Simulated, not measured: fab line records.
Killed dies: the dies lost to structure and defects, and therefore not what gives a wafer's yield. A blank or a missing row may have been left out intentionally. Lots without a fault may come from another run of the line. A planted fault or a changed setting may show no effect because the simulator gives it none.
Problem report in the 8D (eight disciplines) form, filled by code | flow n5_finfet | the parts of the form that need people (team, actions taken, sign-off) are left out

1. WHAT IS WRONG
Wafers without a fault read 33, standard deviation 9.7; killed_at_M0_to_M3 at N5_PASSIVATION_PROBE_49 reads a mean of 1117 on 6 wafers belonging to 2 lots. So: +99 or more standard deviations from the usual mean.
First seen on wafer L185.3, day 13 21:12, on prober-01. The record has a number at this step for 9 wafers belonging to 3 lots. Rule for "out", or "out of limits": more than 4 standard deviations from the usual mean. The rest of the wafers with a number are treated as sound.

2. WHAT THIS IS AND IS NOT
question                    | is                                                                                                                     | is not
which readings at this step | killed_at_M0_to_M3, defect_limited_yield, killed_dies, killed_on_rim, sort_bin_5_function, sort_n_pass, sort_yield_pct | killed_at_contacts, killed_at_front_end, killed_at_other, killed_open, killed_short, sort_bin_6_memory
which lots                  | L185, L186                                                                                                             | L197
which wafers of those lots  | all that have a number                                                                                                 | -
read on which tools         | prober-01, prober-02                                                                                                   | -
when                        | from day 13 21:12                                                                                                      | up to then (0 sound wafers); but 3 sound wafers of L197 came after

3. WHAT RULES OUT EACH SUSPECT
Counting: any tool at a process step up to the reading is kept as a suspect provided that every lot that is out went through it and no sound lot did after the first of them.
- rie_diel-04 at N5_BEOL_M0_SAQP_ETCH_106 (etches SOC in N2/H2, stops on SiNx, target depth 150 nm): kept. It ran every lot that is out, first L185 (day 6 15:10), and no sound lot after that.
After counting, what remains is rie_diel-04 at N5_BEOL_M0_SAQP_ETCH_106.

4. THE CAUSE (what the simulator had put in)
Whole step skipped at N5_BEOL_M0_SAQP_ETCH_106 on rie_diel-04, starting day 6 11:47. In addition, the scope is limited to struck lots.
Counting left only this tool.

5. THE CHAIN OF EFFECTS, in route order
Rows list readings where the struck wafers' mean (over those with a number) sits beyond 3 standard deviations from the usual. Only readings whose record carries a usual standard deviation are examined. hours: median over the lots of the time between each lot's start at the first step of this table that gives one and its start at this step. sigmas: the change, counted in usual standard deviations.
hours | step                    | reading              | usual  | on struck wafers | change | sigmas
0     | N5_PASSIVATION_PROBE_49 | defect_limited_yield | 91.6 % | 0.0              | -91.6  | -65
0     | N5_PASSIVATION_PROBE_49 | killed_at_M0_to_M3   | 33     | 1117             | +1084  | +99 or more
0     | N5_PASSIVATION_PROBE_49 | killed_dies          | 99     | 1180             | +1081  | +68
0     | N5_PASSIVATION_PROBE_49 | killed_on_rim        | 13     | 152              | +139   | +37
0     | N5_PASSIVATION_PROBE_49 | sort_bin_5_function  | 4.9 %  | 96.8             | +91.9  | +99 or more
0     | N5_PASSIVATION_PROBE_49 | sort_n_pass          | 1081   | 0                | -1081  | -68
0     | N5_PASSIVATION_PROBE_49 | sort_yield_pct       | 91.6 % | 0.0              | -91.6  | -65
Process steps it contains:
- N5_PASSIVATION_PROBE_49
Readings that are blank on the struck wafers while sound wafers have them: bias_w at N5_BEOL_M0_SAQP_ETCH_106; chamber_pressure_mTorr at N5_BEOL_M0_SAQP_ETCH_106; drypump_motor_current_A at N5_BEOL_M0_SAQP_ETCH_106; oes_product_au at N5_BEOL_M0_SAQP_ETCH_106; rf_vpp_V at N5_BEOL_M0_SAQP_ETCH_106; showerhead_plenum_p_Torr at N5_BEOL_M0_SAQP_ETCH_106; throttle_valve_pct at N5_BEOL_M0_SAQP_ETCH_106.

6. WHAT WOULD HAVE CAUGHT IT SOONER
In this record the first reading out of limits was taken at day 13 21:12, 177 hours after the fault began at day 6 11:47.
At N5_BEOL_M0_SAQP_ETCH_106 the tool's readings are blank on the struck wafers, where sound wafers have them: an empty tool record is the first sign, and it was there at once.
By day 13 21:12, every lot that is out (2) had started N5_BEOL_M0_SAQP_ETCH_106 on rie_diel-04. Tool hold at that time: it would have spared none of them.
